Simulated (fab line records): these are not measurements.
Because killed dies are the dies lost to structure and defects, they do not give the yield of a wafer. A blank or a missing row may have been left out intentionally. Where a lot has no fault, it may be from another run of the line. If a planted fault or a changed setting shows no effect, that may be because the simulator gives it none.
The tool behind it: which one? / flow n5_finfet / 72 wafers from 24 lots sampled at 2 of the route's 1938 steps

== WHAT THE GAUGES SHOWED, per wafer ==
N5_BEOL_M14_CD_MEAS_28 targets a cd of 284.4 nm.
lot=L074; measured=day 10 22:24; on=cd_sem-03; cd_nm (nm)=287.2 283.6 282.9
lot=L075; measured=day 11 01:49; on=cd_sem-03; cd_nm (nm)=283.4 286.1 285.0
lot=L077; measured=day 11 12:48; on=cd_sem-01; cd_nm (nm)=285.5 283.6 286.4
lot=L076; measured=day 11 14:29; on=cd_sem-02; cd_nm (nm)=283.0 284.0 280.6
lot=L078; measured=day 11 17:25; on=cd_sem-02; cd_nm (nm)=283.5 285.7 284.4
lot=L079; measured=day 12 06:50; on=cd_sem-02; cd_nm (nm)=283.1 281.9 282.1
lot=L080; measured=day 12 07:16; on=cd_sem-02; cd_nm (nm)=282.8 286.9 283.6
lot=L082; measured=day 12 21:54; on=cd_sem-03; cd_nm (nm)=286.9 283.7 285.6
lot=L083; measured=day 12 22:27; on=cd_sem-03; cd_nm (nm)=283.7 280.7 285.4
lot=L081; measured=day 13 01:22; on=cd_sem-03; cd_nm (nm)=283.1 283.6 282.9
lot=L084; measured=day 13 11:41; on=cd_sem-03; cd_nm (nm)=285.9 285.0 284.4
lot=L086; measured=day 13 14:43; on=cd_sem-03; cd_nm (nm)=284.9 283.6 285.2
lot=L085; measured=day 14 03:31; on=cd_sem-03; cd_nm (nm)=282.8 283.1 284.9
lot=L087; measured=day 14 03:48; on=cd_sem-03; cd_nm (nm)=282.7 286.8 282.9
lot=L088; measured=day 14 06:50; on=cd_sem-03; cd_nm (nm)=284.0 284.6 283.3
lot=L089; measured=day 14 07:45; on=cd_sem-02; cd_nm (nm)=283.5 284.6 285.1
lot=L090; measured=day 15 02:26; on=cd_sem-03; cd_nm (nm)=284.7 281.8 283.4
lot=L091; measured=day 15 06:46; on=cd_sem-02; cd_nm (nm)=285.9 283.2 283.1
lot=L092; measured=day 15 15:47; on=cd_sem-03; cd_nm (nm)=284.0 288.0 283.5
lot=L093; measured=day 15 19:40; on=cd_sem-01; cd_nm (nm)=282.9 283.3 282.7
lot=L094; measured=day 16 01:50; on=cd_sem-03; cd_nm (nm)=283.6 287.0 282.9
lot=L095; measured=day 16 03:11; on=cd_sem-02; cd_nm (nm)=285.2 281.0 283.7
lot=L097; measured=day 16 19:02; on=cd_sem-01; cd_nm (nm)=282.9 286.9 282.6
lot=L096; measured=day 16 22:44; on=cd_sem-02; cd_nm (nm)=285.3 285.9 283.7

N5_BEOL_M14_OVL_MEAS_29.
lot=L074; measured=day 10 22:26; on=overlay-02; M14_OVL (nm)=11 5 12
lot=L075; measured=day 11 01:52; on=overlay-02; M14_OVL (nm)=1 3 6
lot=L077; measured=day 11 12:50; on=overlay-02; M14_OVL (nm)=1 -5 -4
lot=L076; measured=day 11 14:31; on=overlay-02; M14_OVL (nm)=2 2 -7
lot=L078; measured=day 11 17:26; on=overlay-01; M14_OVL (nm)=7 11 5
lot=L079; measured=day 12 06:52; on=overlay-01; M14_OVL (nm)=8 1 -1
lot=L080; measured=day 12 07:17; on=overlay-01; M14_OVL (nm)=4 4 8
lot=L082; measured=day 12 21:56; on=overlay-01; M14_OVL (nm)=1 4 4
lot=L083; measured=day 12 22:28; on=overlay-01; M14_OVL (nm)=7 2 9
lot=L081; measured=day 13 01:23; on=overlay-01; M14_OVL (nm)=-3 2 -3
lot=L084; measured=day 13 11:43; on=overlay-01; M14_OVL (nm)=1 4 -6
lot=L086; measured=day 13 14:45; on=overlay-02; M14_OVL (nm)=6 0 2
lot=L085; measured=day 14 03:32; on=overlay-01; M14_OVL (nm)=4 8 9
lot=L087; measured=day 14 03:50; on=overlay-01; M14_OVL (nm)=-1 10 2
lot=L088; measured=day 14 06:52; on=overlay-01; M14_OVL (nm)=3 9 5
lot=L089; measured=day 14 07:47; on=overlay-01; M14_OVL (nm)=-8 -1 -4
lot=L090; measured=day 15 02:27; on=overlay-02; M14_OVL (nm)=6 -3 1
lot=L091; measured=day 15 06:47; on=overlay-01; M14_OVL (nm)=17 10 17
lot=L092; measured=day 15 15:49; on=overlay-02; M14_OVL (nm)=4 1 3
lot=L093; measured=day 15 19:42; on=overlay-02; M14_OVL (nm)=10 4 7
lot=L094; measured=day 16 01:51; on=overlay-02; M14_OVL (nm)=3 4 1
lot=L095; measured=day 16 03:13; on=overlay-01; M14_OVL (nm)=12 4 5
lot=L097; measured=day 16 19:04; on=overlay-01; M14_OVL (nm)=5 5 1
lot=L096; measured=day 16 22:46; on=overlay-02; M14_OVL (nm)=4 -5 3

== TOOL THAT RAN EACH LOT (tool first, then ch and the chambers of the sampled wafers, then the start) ==
The record shows no process step preceding these readings.

== WHAT THE TOOLS THEMSELVES READ (means of the sampled wafers that have a number; where no wafer has one, the mark that the record gives instead) ==
The record holds no such reading with a usual standard deviation.

== THE ANSWER, worked out from the rows above alone ==
Rule: the lots themselves supply what counts as usual. The widest of any qualifying gaps counts: lots, ordered by their means at a reading, are off when they make up no more than a third of the lots, leave a main group of 4 or more, and stand apart from it by 3 or more times the standard deviation of that group's means. The tables above print the reading to a certain number of digits; a main group whose means all agree to those digits is not used. A lot without any number at a reading at which 4 lots or more have one is off too. All remaining lots with rows at the step are treated as sound. The gauges are gone through in route order, then the tools' own readings, and for those a lot's mean is taken as printed above. At the first step where some lot is off, the reading lying furthest off is the one used; lots without a number count as furthest.
No lot is off on any of the readings shown, so nothing can be concluded from this.

== WHAT THE SIMULATOR PUT IN ==
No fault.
